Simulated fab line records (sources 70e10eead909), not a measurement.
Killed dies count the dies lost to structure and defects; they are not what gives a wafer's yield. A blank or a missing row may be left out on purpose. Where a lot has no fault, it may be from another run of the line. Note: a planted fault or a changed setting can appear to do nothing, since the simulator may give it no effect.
Which tool was responsible? || flow nand_harc || 39 wafers from 13 lots sampled at 6 of the route's 1302 steps

## WHAT EACH GAUGE READ, for each wafer
NHARC_A_ONON_D2_THK_MEAS_02: measures by ellipsometry. Usual: 997 nm for thk_nm, sd 9.7.
{"lot": "L983", "measured": "day 12 16:05", "on": "film_metro-02", "thk_nm (nm)": "982 983 982", "flag": ""}
{"lot": "L985", "measured": "day 13 09:56", "on": "film_metro-01", "thk_nm (nm)": "984 983 981", "flag": ""}
{"lot": "L992", "measured": "day 15 18:37", "on": "film_metro-02", "thk_nm (nm)": "979 980 979", "flag": ""}
{"lot": "L993", "measured": "day 16 12:21", "on": "film_metro-01", "thk_nm (nm)": "1003 1002 1004", "flag": ""}
{"lot": "L994", "measured": "day 17 10:35", "on": "film_metro-01", "thk_nm (nm)": "1000 1001 1002", "flag": ""}
{"lot": "L996", "measured": "day 17 22:56", "on": "film_metro-02", "thk_nm (nm)": "1001 1003 1003", "flag": ""}
{"lot": "L997", "measured": "day 18 16:30", "on": "film_metro-02", "thk_nm (nm)": "1000 998 1000", "flag": ""}
{"lot": "L999", "measured": "day 19 03:05", "on": "film_metro-02", "thk_nm (nm)": "1002 1001 1003", "flag": ""}
{"lot": "L100", "measured": "day 19 03:06", "on": "film_metro-01", "thk_nm (nm)": "1003 1002 1003", "flag": ""}
{"lot": "L102", "measured": "day 20 01:16", "on": "film_metro-02", "thk_nm (nm)": "994 994 994", "flag": ""}
{"lot": "L104", "measured": "day 21 10:41", "on": "film_metro-02", "thk_nm (nm)": "1010 1011 1009", "flag": ""}
{"lot": "L105", "measured": "day 21 10:31", "on": "film_metro-01", "thk_nm (nm)": "992 990 993", "flag": ""}
{"lot": "L106", "measured": "day 22 09:51", "on": "film_metro-02", "thk_nm (nm)": "998 997 995", "flag": ""}

NHARC_A_ONON_D2_THK_MEAS_14: measures by ellipsometry. Usual: 1001 nm for thk_nm, sd 11.
{"lot": "L983", "measured": "day 12 18:22", "on": "film_metro-02", "thk_nm (nm)": "1003 1004 1001", "flag": ""}
{"lot": "L985", "measured": "day 13 12:14", "on": "film_metro-01", "thk_nm (nm)": "1012 1013 1012", "flag": ""}
{"lot": "L992", "measured": "day 15 20:53", "on": "film_metro-01", "thk_nm (nm)": "619 619 620", "flag": "OFF"}
{"lot": "L993", "measured": "day 16 14:37", "on": "film_metro-01", "thk_nm (nm)": "620 619 620", "flag": "OFF"}
{"lot": "L994", "measured": "day 17 12:52", "on": "film_metro-02", "thk_nm (nm)": "994 993 995", "flag": ""}
{"lot": "L996", "measured": "day 18 01:13", "on": "film_metro-01", "thk_nm (nm)": "1002 1003 1004", "flag": ""}
{"lot": "L997", "measured": "day 18 18:46", "on": "film_metro-01", "thk_nm (nm)": "985 985 985", "flag": ""}
{"lot": "L999", "measured": "day 19 05:23", "on": "film_metro-01", "thk_nm (nm)": "996 995 995", "flag": ""}
{"lot": "L100", "measured": "day 19 05:22", "on": "film_metro-02", "thk_nm (nm)": "1013 1012 1012", "flag": ""}
{"lot": "L102", "measured": "day 20 03:32", "on": "film_metro-01", "thk_nm (nm)": "989 989 987", "flag": ""}
{"lot": "L104", "measured": "day 21 12:57", "on": "film_metro-01", "thk_nm (nm)": "989 989 991", "flag": ""}
{"lot": "L105", "measured": "day 21 12:46", "on": "film_metro-01", "thk_nm (nm)": "1013 1015 1014", "flag": ""}
{"lot": "L106", "measured": "day 22 12:07", "on": "film_metro-01", "thk_nm (nm)": "1003 1001 1000", "flag": ""}

NHARC_END_SORT_01. Usual: killed_at_array 56, standard deviation 19; killed_at_other 1.0, standard deviation 1.3; killed_at_periphery 3.8, standard deviation 2.2; killed_dies 61, standard deviation 19; killed_open 3.1, standard deviation 1.9; killed_short 2.3, standard deviation 1.5.
{"lot": "L992", "measured": "day 28 00:18", "on": "prober-02", "killed_at_array": "674 671 674", "killed_at_other": "0 0 0", "killed_at_periphery": "3 6 3", "killed_dies": "677 677 677", "killed_open": "1 1 1", "killed_short": "0 1 2", "flag": "OFF"}
{"lot": "L993", "measured": "day 28 01:10", "on": "prober-01", "killed_at_array": "670 669 672", "killed_at_other": "2 2 2", "killed_at_periphery": "5 6 3", "killed_dies": "677 677 677", "killed_open": "3 3 2", "killed_short": "2 1 2", "flag": "OFF"}

## EACH LOT AND THE TOOL THAT RAN IT (in order: tool; ch and the chambers of the sampled wafers; start)
{"lot": "L983", "NHARC_A_CHANNEL_FILL_D1_ALD_03": "ald_sin_batch-02 ch 0, day 11 14:53 or earlier", "NHARC_A_DECK1_JOINT_CMP_13": "cmp-03 ch 0,1,3, day 11 14:53", "NHARC_A_ONON_D2_DEP_12": "pecvd_onon-02 ch 0, day 12 17:52"}
{"lot": "L985", "NHARC_A_CHANNEL_FILL_D1_ALD_03": "ald_sin_batch-03 ch 0, day 12 06:46 or earlier", "NHARC_A_DECK1_JOINT_CMP_13": "cmp-04 ch 0,1, day 12 06:46", "NHARC_A_ONON_D2_DEP_12": "pecvd_onon-01 ch 0, day 13 11:43"}
{"lot": "L992", "NHARC_A_CHANNEL_FILL_D1_ALD_03": "ald_sin_batch-01 ch 0, day 14 19:48 or earlier", "NHARC_A_DECK1_JOINT_CMP_13": "cmp-03 ch 1,2,3, day 14 19:48", "NHARC_A_ONON_D2_DEP_12": "pecvd_onon-01 ch 0, day 15 20:22"}
{"lot": "L993", "NHARC_A_CHANNEL_FILL_D1_ALD_03": "ald_sin_batch-03 ch 0, day 15 10:27 or earlier", "NHARC_A_DECK1_JOINT_CMP_13": "cmp-02 ch 0,2, day 15 10:27", "NHARC_A_ONON_D2_DEP_12": "pecvd_onon-01 ch 0, day 16 14:10"}
{"lot": "L994", "NHARC_A_CHANNEL_FILL_D1_ALD_03": "ald_sin_batch-01 ch 0, day 16 08:52 or earlier", "NHARC_A_DECK1_JOINT_CMP_13": "cmp-03 ch 0,1,3, day 16 08:52", "NHARC_A_ONON_D2_DEP_12": "pecvd_onon-02 ch 0, day 17 12:31"}
{"lot": "L996", "NHARC_A_CHANNEL_FILL_D1_ALD_03": "ald_sin_batch-02 ch 0, day 16 18:23 or earlier", "NHARC_A_DECK1_JOINT_CMP_13": "cmp-04 ch 1,2,3, day 16 18:23", "NHARC_A_ONON_D2_DEP_12": "pecvd_onon-02 ch 0, day 18 00:46"}
{"lot": "L997", "NHARC_A_CHANNEL_FILL_D1_ALD_03": "ald_sin_batch-01 ch 0, day 17 13:28 or earlier", "NHARC_A_DECK1_JOINT_CMP_13": "cmp-04 ch 1,2,3, day 17 13:28", "NHARC_A_ONON_D2_DEP_12": "pecvd_onon-02 ch 0, day 18 18:22"}
{"lot": "L999", "NHARC_A_CHANNEL_FILL_D1_ALD_03": "ald_sin_batch-01 ch 0, day 18 02:50 or earlier", "NHARC_A_DECK1_JOINT_CMP_13": "cmp-03 ch 1,2,3, day 18 02:50", "NHARC_A_ONON_D2_DEP_12": "pecvd_onon-01 ch 0, day 19 04:56"}
{"lot": "L100", "NHARC_A_CHANNEL_FILL_D1_ALD_03": "ald_sin_batch-01 ch 0, day 18 02:49 or earlier", "NHARC_A_DECK1_JOINT_CMP_13": "cmp-02 ch 0,1,2, day 18 02:49", "NHARC_A_ONON_D2_DEP_12": "pecvd_onon-02 ch 0, day 19 04:51"}
{"lot": "L102", "NHARC_A_CHANNEL_FILL_D1_ALD_03": "ald_sin_batch-03 ch 0, day 19 01:08 or earlier", "NHARC_A_DECK1_JOINT_CMP_13": "cmp-02 ch 1,2,3, day 19 01:08", "NHARC_A_ONON_D2_DEP_12": "pecvd_onon-02 ch 0, day 20 03:05"}
{"lot": "L104", "NHARC_A_CHANNEL_FILL_D1_ALD_03": "ald_sin_batch-03 ch 0, day 20 10:21 or earlier", "NHARC_A_DECK1_JOINT_CMP_13": "cmp-03 ch 0,2, day 20 10:21", "NHARC_A_ONON_D2_DEP_12": "pecvd_onon-01 ch 0, day 21 12:30"}
{"lot": "L105", "NHARC_A_CHANNEL_FILL_D1_ALD_03": "ald_sin_batch-03 ch 0, day 20 10:21 or earlier", "NHARC_A_DECK1_JOINT_CMP_13": "cmp-02 ch 0,1,3, day 20 10:21", "NHARC_A_ONON_D2_DEP_12": "pecvd_onon-02 ch 0, day 21 12:16"}
{"lot": "L106", "NHARC_A_CHANNEL_FILL_D1_ALD_03": "ald_sin_batch-03 ch 0, day 21 01:50 or earlier", "NHARC_A_DECK1_JOINT_CMP_13": "cmp-03 ch 0,3, day 21 01:50", "NHARC_A_ONON_D2_DEP_12": "pecvd_onon-02 ch 0, day 22 11:36"}
- NHARC_A_CHANNEL_FILL_D1_ALD_03: deposits SiNx, target thk 6 nm, pulse time 60 s, ald cycles 58.
- NHARC_A_DECK1_JOINT_CMP_13: polishes, target thk 51.023 nm.
- NHARC_A_ONON_D2_DEP_12: target thk 1000 nm.

## WHAT THE TOOLS THEMSELVES READ (means of the sampled wafers that have a number; where no wafer has one, the mark that the record gives instead)
NHARC_A_CHANNEL_FILL_D1_ALD_03. Usual: 0.999 for precursor_pulse_height_rel, sd 0.022.
{"lot": "L983", "tool": "ald_sin_batch-02", "precursor_pulse_height_rel": 1.017, "flag": ""}
{"lot": "L985", "tool": "ald_sin_batch-03", "precursor_pulse_height_rel": 1.003, "flag": ""}
{"lot": "L992", "tool": "ald_sin_batch-01", "precursor_pulse_height_rel": 1.001, "flag": ""}
{"lot": "L993", "tool": "ald_sin_batch-03", "precursor_pulse_height_rel": 0.984, "flag": ""}
{"lot": "L994", "tool": "ald_sin_batch-01", "precursor_pulse_height_rel": 0.986, "flag": ""}
{"lot": "L996", "tool": "ald_sin_batch-02", "precursor_pulse_height_rel": 0.982, "flag": ""}
{"lot": "L997", "tool": "ald_sin_batch-01", "precursor_pulse_height_rel": 0.987, "flag": ""}
{"lot": "L999", "tool": "ald_sin_batch-01", "precursor_pulse_height_rel": 1.008, "flag": ""}
{"lot": "L100", "tool": "ald_sin_batch-01", "precursor_pulse_height_rel": 1.003, "flag": ""}
{"lot": "L102", "tool": "ald_sin_batch-03", "precursor_pulse_height_rel": 0.977, "flag": ""}
{"lot": "L104", "tool": "ald_sin_batch-03", "precursor_pulse_height_rel": 0.996, "flag": ""}
{"lot": "L105", "tool": "ald_sin_batch-03", "precursor_pulse_height_rel": 1.002, "flag": ""}
{"lot": "L106", "tool": "ald_sin_batch-03", "precursor_pulse_height_rel": 1.000, "flag": ""}

NHARC_A_DECK1_JOINT_CMP_13. Usual: motor_current_A 11.8 A, standard deviation 1; slurry_filter_dp_kPa 13.49 kPa, standard deviation 0.14; time_to_endpoint_s 9.5 s, standard deviation 2.6.
{"lot": "L983", "tool": "cmp-03", "motor_current_A (A)": 11.7, "slurry_filter_dp_kPa (kPa)": 13.42, "time_to_endpoint_s (s)": 6.1, "flag": ""}
{"lot": "L985", "tool": "cmp-04", "motor_current_A (A)": 11.0, "slurry_filter_dp_kPa (kPa)": 13.46, "time_to_endpoint_s (s)": 9.3, "flag": ""}
{"lot": "L992", "tool": "cmp-03", "motor_current_A (A)": 11.9, "slurry_filter_dp_kPa (kPa)": 13.45, "time_to_endpoint_s (s)": 8.6, "flag": ""}
{"lot": "L993", "tool": "cmp-02", "motor_current_A (A)": 12.7, "slurry_filter_dp_kPa (kPa)": 13.40, "time_to_endpoint_s (s)": 13.1, "flag": ""}
{"lot": "L994", "tool": "cmp-03", "motor_current_A (A)": 11.5, "slurry_filter_dp_kPa (kPa)": 13.65, "time_to_endpoint_s (s)": 7.5, "flag": ""}
{"lot": "L996", "tool": "cmp-04", "motor_current_A (A)": 11.6, "slurry_filter_dp_kPa (kPa)": 13.50, "time_to_endpoint_s (s)": 9.1, "flag": ""}
{"lot": "L997", "tool": "cmp-04", "motor_current_A (A)": 11.3, "slurry_filter_dp_kPa (kPa)": 13.48, "time_to_endpoint_s (s)": 10.9, "flag": ""}
{"lot": "L999", "tool": "cmp-03", "motor_current_A (A)": 12.4, "slurry_filter_dp_kPa (kPa)": 13.38, "time_to_endpoint_s (s)": 11.4, "flag": ""}
{"lot": "L100", "tool": "cmp-02", "motor_current_A (A)": 12.2, "slurry_filter_dp_kPa (kPa)": 13.57, "time_to_endpoint_s (s)": 11.1, "flag": ""}
{"lot": "L102", "tool": "cmp-02", "motor_current_A (A)": 11.8, "slurry_filter_dp_kPa (kPa)": 13.50, "time_to_endpoint_s (s)": 9.5, "flag": ""}
{"lot": "L104", "tool": "cmp-03", "motor_current_A (A)": 10.8, "slurry_filter_dp_kPa (kPa)": 13.52, "time_to_endpoint_s (s)": 9.8, "flag": ""}
{"lot": "L105", "tool": "cmp-02", "motor_current_A (A)": 11.6, "slurry_filter_dp_kPa (kPa)": 13.49, "time_to_endpoint_s (s)": 9.1, "flag": ""}
{"lot": "L106", "tool": "cmp-03", "motor_current_A (A)": 12.0, "slurry_filter_dp_kPa (kPa)": 13.36, "time_to_endpoint_s (s)": 11.0, "flag": ""}

## THE ANSWER, worked out from the rows above alone
Rule: a lot counts as off when the mean over its wafers that have a number is more than 3 standard deviations away from the usual mean. A lot without any number at a reading at which 4 lots or more have one is off too. The other lots that the step has rows for count as sound. The gauges are gone through in route order, then the tools' own readings, and for those a lot's mean is taken as printed above. At the first step where some lot is off, the reading lying furthest off is the one used; lots without a number count as furthest.
Off: L992, L993, at NHARC_A_ONON_D2_THK_MEAS_14 (thk_nm).
A tool fits if, at a process step before that reading, it ran every lot that is off, and no sound lot after the first of them. Not tried: the gauges at NHARC_A_ONON_D2_THK_MEAS_14; whatever is off there is also off at NHARC_END_SORT_01, on other tools, and gauge error can't account for it. With no start given for some of its lots, NHARC_A_CHANNEL_FILL_D1_ALD_03 uses the hours and lot order of NHARC_A_DECK1_JOINT_CMP_13. None of those tried fits.

## WHAT THE SIMULATOR HAD INSERTED
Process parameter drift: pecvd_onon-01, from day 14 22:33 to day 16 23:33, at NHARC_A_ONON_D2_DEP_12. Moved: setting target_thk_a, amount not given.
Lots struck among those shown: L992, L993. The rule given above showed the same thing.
